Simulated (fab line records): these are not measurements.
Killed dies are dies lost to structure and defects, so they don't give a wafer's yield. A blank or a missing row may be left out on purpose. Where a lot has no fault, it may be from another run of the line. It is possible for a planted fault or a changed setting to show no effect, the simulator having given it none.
fab line records ; flow nandHarc
record: lots: 12; wafers: 36; lastDay: 33
route steps=1302 shown P_START@1 P_ZERO_WELL@17 P_STI@91 P_GATE@119 END@1302
lots that met no fault: taken from a fault-free run of the same line
startH: hours from the record's opening day to when the first of the lot's shown wafers began ; waitH: how many hours have passed since the lot's step before this one ; " identical to the entry in the row above ; L1.1+2: one row covering several wafers at once ; - value missing, or start not given ; * or withheld: withheld ; < > ~ a bound
route shown NAME@n: a module of which the file shows steps, and the number in the route of the first ; usual: the fault-free wafers' mean and standard deviation ; same: alike in all rows ; chamber/n: place in a boat ; sites: each site's reading ; _std_site: their standard deviation ; _edge_site: mean of outer sites minus mean of inner sites ; radiusMm: how far each site lies from the wafer's centre ; mask NAME#n: copy n ; behind: tool/chamber where the wafer was last shaped ; hold: cause of the lot's hold/its duration in hours/its outcome ; device: which transistor (n, p or np) failed to switch ; end of line: the tests these same wafers got at the end of their route ; a step without rows: its recipe alone ; killed: count of dies lost to structure and defects at first sort (not the wafer's yield) ; map: per-die view of a wafer (x killed, . not killed, _ where there is no die)
set.NAME: the setting that was run; set.NAME@STEP: the one run at that earlier step ; model.NAME: the simulator's own value behind a step, which no gauge read
route steps across a sampled set of lots; one table per step, one row per wafer
services: a tool's chamber out of use, with start hour (startH, from the record's first day; less than 0 if before it), hours out, and reason
== steps ==
step: NHARC_P_START_INSPECT_01
usual: rawDefectCount: 3.5/1.6
lot.wafer;tool;chamber;startH;waitH;rawDefectCount
L542.3;defectInspect-01;-;20.04;-;2
L542.4;defectInspect-01;-;20.04;-;2
L542.6;defectInspect-01;-;20.04;-;2
L544.1;defectInspect-01;-;40.04;-;4
L544.4;defectInspect-01;-;40.04;-;1
L544.5;defectInspect-01;-;40.04;-;6
L545.3;defectInspect-01;-;50.04;-;1
L545.5;defectInspect-01;-;50.04;-;6
L545.6;defectInspect-01;-;50.04;-;3
L546.1;defectInspect-02;-;60.04;-;2
L546.3;defectInspect-02;-;60.04;-;4
L546.4;defectInspect-02;-;60.04;-;4
L548.2;defectInspect-02;-;80.04;-;5
L548.3;defectInspect-02;-;80.04;-;2
L548.6;defectInspect-02;-;80.04;-;2
L549.1;defectInspect-01;-;90.04;-;2
L549.4;defectInspect-01;-;90.04;-;6
L549.6;defectInspect-01;-;90.04;-;2
L550.1;defectInspect-01;-;100.04;-;4
L550.3;defectInspect-01;-;100.04;-;3
L550.4;defectInspect-01;-;100.04;-;4
L559.3;defectInspect-01;-;190.05;-;3
L559.4;defectInspect-01;-;190.05;-;3
L559.6;defectInspect-01;-;190.05;-;4
L560.1;defectInspect-02;-;200.04;-;3
L560.4;defectInspect-02;-;200.04;-;4
L560.5;defectInspect-02;-;200.04;-;5
L561.4;defectInspect-01;-;210.05;-;3
L561.5;defectInspect-01;-;210.05;-;4
L561.6;defectInspect-01;-;210.05;-;1
L562.2;defectInspect-01;-;220.04;-;2
L562.3;defectInspect-01;-;220.04;-;4
L562.4;defectInspect-01;-;220.04;-;2
L564.4;defectInspect-01;-;240.05;-;5
L564.5;defectInspect-01;-;240.05;-;2
L564.6;defectInspect-01;-;240.05;-;3
step: NHARC_P_ZERO_WELL_ETCH_65
recipe: targetDepthA: 800; overetchA: 240; timeS: 87.88; ionEnergyEv: 200; n2FlowSccm: 150; h2FlowSccm: 150; arFlowSccm: 0; rfW: 400; biasW: 150; chemistry: N2/H2
usual: drypumpMotorCurrentA: 5.7/0.38; n2FlowSccm: 150.0/0.44; oesProductAu: 0.994/0.0093; rfFwdPowerW: 397.2/1.5; rfVppV: 430.4/2.5; showerheadPlenumPTorr: 2.03/0.086; throttleValvePct: 14.172/0.009
lot.wafer;tool;chamber;startH;waitH;drypumpMotorCurrentA;n2FlowSccm;oesProductAu;rfFwdPowerW;rfHoursCounterH;rfVppV;showerheadPlenumPTorr;throttleValvePct
L542.4;rieDiel-03;0;21.40;0.1;5.9;150.4;1.003;398.6;25;429.2;2.00;14.177
L542.3;rieDiel-03;1;21.40;0.1;5.1;150.1;0.983;398.5;23;430.4;1.98;14.190
L542.6;rieDiel-03;0;21.40;0.1;5.9;150.1;1.000;399.0;-;429.9;2.00;14.180
L544.1;rieDiel-03;1;41.56;0.1;5.1;150.5;1.001;398.1;33;429.6;1.98;14.183
L544.4;rieDiel-03;0;41.56;0.1;5.9;150.3;0.993;397.1;32;428.0;2.00;14.184
L544.5;rieDiel-03;1;41.56;0.1;5.1;150.1;0.995;398.5;-;427.6;1.98;14.167
L545.3;rieDiel-11;2;51.49;0.1;6.1;150.1;0.999;395.7;46;430.0;2.04;14.166
L545.5;rieDiel-11;0;51.49;0.1;6.2;148.8;1.006;395.3;-;427.4;1.91;14.158
L545.6;rieDiel-11;1;51.49;0.1;5.5;150.1;1.004;398.4;-;435.9;2.20;14.181
L546.3;rieDiel-11;2;61.38;0.1;6.1;149.9;0.997;394.5;48;430.8;2.04;14.166
L546.4;rieDiel-11;3;61.38;0.1;5.1;149.8;0.988;399.2;47;429.6;1.98;14.177
L546.1;rieDiel-11;0;61.38;0.1;6.1;150.6;0.996;398.6;49;427.6;1.91;14.181
L548.3;rieDiel-03;2;81.49;0.1;5.9;150.1;0.996;396.0;47;433.6;2.12;14.169
L548.2;rieDiel-03;3;81.49;0.1;5.9;149.7;0.979;395.8;46;429.8;1.95;14.157
L548.6;rieDiel-03;3;81.49;0.1;5.9;149.5;0.992;396.4;-;426.0;1.95;14.181
L549.1;rieDiel-03;1;91.50;0.1;5.1;149.4;0.999;394.5;47;428.8;1.98;14.176
L549.4;rieDiel-03;3;91.50;0.1;5.9;150.3;0.986;396.0;-;427.5;1.95;14.166
L549.6;rieDiel-03;0;91.50;0.1;5.9;150.3;1.001;397.6;-;430.0;1.99;14.161
L550.3;rieDiel-11;1;101.64;0.1;5.5;149.9;0.999;397.8;3;433.7;2.20;14.176
L550.1;rieDiel-11;2;101.64;0.1;6.1;150.2;0.981;395.6;3;430.0;2.04;14.159
L550.4;rieDiel-11;3;101.64;0.1;5.2;149.5;1.004;393.4;3;428.6;1.98;14.158
L559.3;rieDiel-11;3;191.70;0.3;5.2;150.0;0.993;394.5;30;428.7;1.97;14.160
L559.6;rieDiel-11;0;191.70;0.3;6.1;149.5;1.002;397.7;-;426.6;1.90;14.165
L559.4;rieDiel-11;2;191.70;0.3;6.1;150.1;0.992;397.1;-;430.5;2.03;14.170
L560.1;rieDiel-13;0;201.49;0.1;5.3;150.0;1.001;398.2;9;432.4;2.08;14.177
L560.4;rieDiel-13;1;201.49;0.1;5.9;150.2;0.992;397.6;9;430.0;2.01;14.163
L560.5;rieDiel-13;0;201.49;0.1;5.3;150.0;0.992;397.9;-;431.9;2.08;14.171
L561.4;rieDiel-03;2;211.51;0.1;5.9;150.1;1.021;395.7;26;432.0;2.11;14.171
L561.5;rieDiel-03;3;211.51;0.1;5.9;149.9;0.976;395.9;-;427.0;1.94;14.181
L561.6;rieDiel-03;0;211.51;0.1;5.9;149.9;1.011;397.9;-;429.1;1.98;14.161
L562.4;rieDiel-13;0;221.49;0.1;5.3;149.5;0.998;395.3;20;429.6;2.07;14.183
L562.2;rieDiel-13;1;221.49;0.1;5.9;149.7;0.995;397.7;19;429.9;2.00;14.163
L562.3;rieDiel-13;2;221.49;0.1;5.1;150.2;0.999;399.7;22;433.1;2.12;14.173
L564.4;rieDiel-13;3;241.51;0.1;5.5;149.4;1.004;399.3;26;430.8;2.07;14.189
L564.5;rieDiel-13;0;241.51;0.1;5.3;151.0;1.001;397.6;-;431.7;2.07;14.175
L564.6;rieDiel-13;1;241.51;0.1;5.9;150.2;0.995;397.8;-;431.2;2.00;14.159
step: NHARC_P_STI_CD_MEAS_16
usual: cdNm: 199.1/2.8
lot.wafer;tool;chamber;startH;waitH;cdNm
L542.3;cdSem-02;-;50.22;-;199.7
L542.4;cdSem-02;-;50.22;-;200.2
L542.6;cdSem-02;-;50.22;-;204.1
L544.1;cdSem-03;-;65.38;-;199.7
L544.4;cdSem-03;-;65.38;-;199.4
L544.5;cdSem-03;-;65.38;-;200.6
L545.3;cdSem-02;-;73.91;-;199.5
L545.5;cdSem-02;-;73.91;-;200.1
L545.6;cdSem-02;-;73.91;-;197.7
L546.1;cdSem-03;-;82.60;-;201.4
L546.3;cdSem-03;-;82.60;-;202.8
L546.4;cdSem-03;-;82.60;-;201.1
L548.2;cdSem-02;-;105.53;-;191.3
L548.3;cdSem-02;-;105.53;-;194.7
L548.6;cdSem-02;-;105.53;-;196.4
L549.1;cdSem-03;-;114.71;-;200.7
L549.4;cdSem-03;-;114.71;-;206.5
L549.6;cdSem-03;-;114.71;-;197.4
L550.1;cdSem-01;-;125.77;-;199.9
L550.3;cdSem-01;-;125.77;-;199.3
L550.4;cdSem-01;-;125.77;-;197.1
L559.3;cdSem-01;-;213.20;-;197.1
L559.4;cdSem-01;-;213.20;-;204.6
L559.6;cdSem-01;-;213.20;-;200.5
L560.1;cdSem-01;-;223.27;-;198.0
L560.4;cdSem-01;-;223.27;-;192.8
L560.5;cdSem-01;-;223.27;-;195.8
L561.4;cdSem-01;-;233.34;-;201.0
L561.5;cdSem-01;-;233.34;-;202.8
L561.6;cdSem-01;-;233.34;-;200.9
L562.2;cdSem-01;-;242.87;-;195.8
L562.3;cdSem-01;-;242.87;-;199.5
L562.4;cdSem-01;-;242.87;-;196.3
L564.4;cdSem-03;-;265.85;-;200.9
L564.5;cdSem-03;-;265.85;-;201.8
L564.6;cdSem-03;-;265.85;-;199.5
step: NHARC_P_GATE_EXPOSE_08
recipe: na: 0.6; doseMj: 16.75; maskId: P_HV
lot.wafer;tool;chamber;startH;waitH;mask
L542.3+4+6;krfScanner-03;0;86.76;-;P_HV#0
L544.1+4+5;krfScanner-02;0;103.21;-;P_HV#0
L545.3+5+6;krfScanner-02;0;111.85;-;P_HV#0
L546.1+3+4;krfScanner-01;0;116.79;-;P_HV#0
L548.2+3+6;krfScanner-03;0;146.84;-;P_HV#0
L549.1+4+6;krfScanner-01;0;151.61;-;P_HV#0
L550.1+3+4;krfScanner-03;0;161.45;-;P_PSD#0
L559.3+4+6;krfScanner-02;0;246.83;-;P_HV#0
L560.1+4+5;krfScanner-02;0;260.33;-;P_HV#0
L561.4+5+6;krfScanner-01;0;273.16;-;P_HV#0
L562.2+3+4;krfScanner-03;0;279.81;-;P_HV#0
L564.4+5+6;krfScanner-02;0;307.22;-;P_HV#0
step: NHARC_P_GATE_CD_MEAS_11
recipe: targetCdNm: 1640; landingEnergyEv: 500
usual: cdNm: 1638.4/1.6
lot.wafer;tool;chamber;startH;waitH;cdNm
L542.3;cdSem-01;0;86.91;-;1637.4
L542.4;cdSem-01;0;86.91;-;1636.6
L542.6;cdSem-01;0;86.91;-;1636.9
L544.1;cdSem-01;0;103.37;-;1634.6
L544.4;cdSem-01;0;103.37;-;1639.8
L544.5;cdSem-01;0;103.37;-;1637.1
L545.3;cdSem-01;0;112.01;-;1638.3
L545.5;cdSem-01;0;112.01;-;1637.3
L545.6;cdSem-01;0;112.01;-;1637.5
L546.1;cdSem-02;0;116.95;-;1640.0
L546.3;cdSem-02;0;116.95;-;1639.5
L546.4;cdSem-02;0;116.95;-;1639.8
L548.2;cdSem-01;0;146.99;-;1640.8
L548.3;cdSem-01;0;146.99;-;1639.1
L548.6;cdSem-01;0;146.99;-;1639.1
L549.1;cdSem-03;0;151.77;-;1637.7
L549.4;cdSem-03;0;151.77;-;1636.2
L549.6;cdSem-03;0;151.77;-;1637.2
L550.1;cdSem-01;0;161.61;-;-
L550.3;cdSem-01;0;161.61;-;-
L550.4;cdSem-01;0;161.61;-;-
L559.3;cdSem-02;0;246.98;-;1638.7
L559.4;cdSem-02;0;246.98;-;1638.5
L559.6;cdSem-02;0;246.98;-;1638.3
L560.1;cdSem-03;0;260.49;-;1637.1
L560.4;cdSem-03;0;260.49;-;1635.6
L560.5;cdSem-03;0;260.49;-;1636.2
L561.4;cdSem-03;0;273.30;-;1640.2
L561.5;cdSem-03;0;273.30;-;1637.6
L561.6;cdSem-03;0;273.30;-;1639.8
L562.2;cdSem-01;0;279.97;-;1638.7
L562.3;cdSem-01;0;279.97;-;1638.6
L562.4;cdSem-01;0;279.97;-;1638.2
L564.4;cdSem-03;0;307.37;-;1641.0
L564.5;cdSem-03;0;307.37;-;1637.9
L564.6;cdSem-03;0;307.37;-;1642.3
step: NHARC_END_SORT_01
recipe: tempC: 25
usual: killedAtArray: 56/18; killedAtOther: 1.4/1.5; killedAtPeriphery: 4/3.1; killedDies: 61/19; killedOpen: 3.5/1.8; killedShort: 2.4/1.4
same: grossDies: 677
lot.wafer;tool;chamber;startH;waitH;killedAtArray;killedAtOther;killedAtPeriphery;killedDies;killedOpen;killedShort
L550.1;prober-01;0;635.72;2.5;77;1;599;677;1;1
L550.3;prober-01;0;637.34;3.1;71;0;606;677;7;2
L550.4;prober-01;0;638.14;3.4;92;0;585;677;2;1
killed by level:class
L550.1 P_GATE:areaExpose=592 A_SLIT:chamberFilmFlake=33 A_CHANNEL_HOLE_D1:chamberFilmFlake=27 A_CHANNEL_HOLE_D2:chamberFilmFlake=8 P_BONDPAD:chamberFilmFlake=5 A_DECK1_JOINT:chamberFilmFlake=3 A_CONTACT:chamberFilmFlake=2 A_CHANNEL_FILL_D1:geometricParticle:short=1
L550.3 P_GATE:areaExpose=590 A_CHANNEL_HOLE_D1:chamberFilmFlake=29 A_SLIT:chamberFilmFlake=20 A_CHANNEL_HOLE_D2:chamberFilmFlake=11 P_BONDPAD:chamberFilmFlake=8 P_GATE:chamberFilmFlake=7 A_CHANNEL_FILL_D1:geometricParticle:open=3 A_ONON_D1:geometricParticle:open=2
L550.4 P_GATE:areaExpose=579 A_CHANNEL_HOLE_D1:chamberFilmFlake=36 A_SLIT:chamberFilmFlake=29 A_CHANNEL_HOLE_D2:chamberFilmFlake=17 P_GATE:chamberFilmFlake=3 P_BONDPAD:chamberFilmFlake=3 A_STAIRCASE:chamberFilmFlake=2 A_CONTACT:chamberFilmFlake=2
== services ==
tool;chamber;startH;hours;kind
rieDiel-03;1;38.90;2.5;repair
krfScanner-03;-;52.00;4.0;pm
krfScanner-02;-;63.47;0.2;repair
krfScanner-02;-;64.73;0.5;repair
rieDiel-11;-;80.04;9.0;pm
rieDiel-03;2;88.46;4.8;repair
krfScanner-02;-;94.00;4.0;pm
rieDiel-03;-;104.38;9.0;pm
rieDiel-03;0;119.51;4.2;repair
rieDiel-11;-;143.45;1.7;repair
rieDiel-11;-;164.37;0.3;repair
rieDiel-03;2;166.22;3.8;repair
rieDiel-03;-;176.25;0.3;repair
rieDiel-11;1;184.70;14.5;repair
krfScanner-02;-;187.31;1.5;repair
rieDiel-03;-;194.11;12.6;repair
krfScanner-03;-;199.71;0.3;repair
rieDiel-11;2;222.94;2.6;repair
krfScanner-02;-;266.00;4.0;pm
rieDiel-03;3;266.34;8.9;repair
rieDiel-03;0;271.98;3.5;repair
rieDiel-03;-;281.39;9.0;pm
rieDiel-03;-;292.01;0.6;repair
krfScanner-02;-;293.70;0.3;repair
== key ==
firstSign: step: NHARC_P_GATE_EXPOSE_08; reading: mask; direction: changed
effect: step: NHARC_P_GATE_CD_MEAS_11; reading: cdNm; direction: missing
effect: step: NHARC_END_SORT_01; reading: killedAtPeriphery; direction: up; sigmas: 99+; usual: 4; struck: 597
moreKillsBornAt: NHARC_P_GATE_EXPOSE_08@krfScanner-03: 1761
metAt NHARC_P_GATE_EXPOSE_08
struckLots L550
laterRowsLeftOut L550.1,L550.3,L550.4
testerLeftOut L550
notActingAt NHARC_P_START_INSPECT_01,NHARC_P_ZERO_WELL_ETCH_65,NHARC_P_STI_CD_MEAS_16
onsetBetween 146.84 161.45
fault: kind: wrongMask; tool: any; chamber: -; onsetH: 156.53; steps: NHARC_P_GATE_EXPOSE_08; auxCopy: P_PSD#0; scope: struckLotsOnly
testerLeftOut: of these lots the tester's yield and bins aren't shown, on N5 and GAA mostly nor the transistor test; their killed dies are dies lost to structure and defects alone, not to doping, threshold or leakage, so they don't give the yield
laterRowsLeftOut: the simulator's readings of these wafers behind a module that went badly wrong aren't trusted and aren't shown, but for the sort
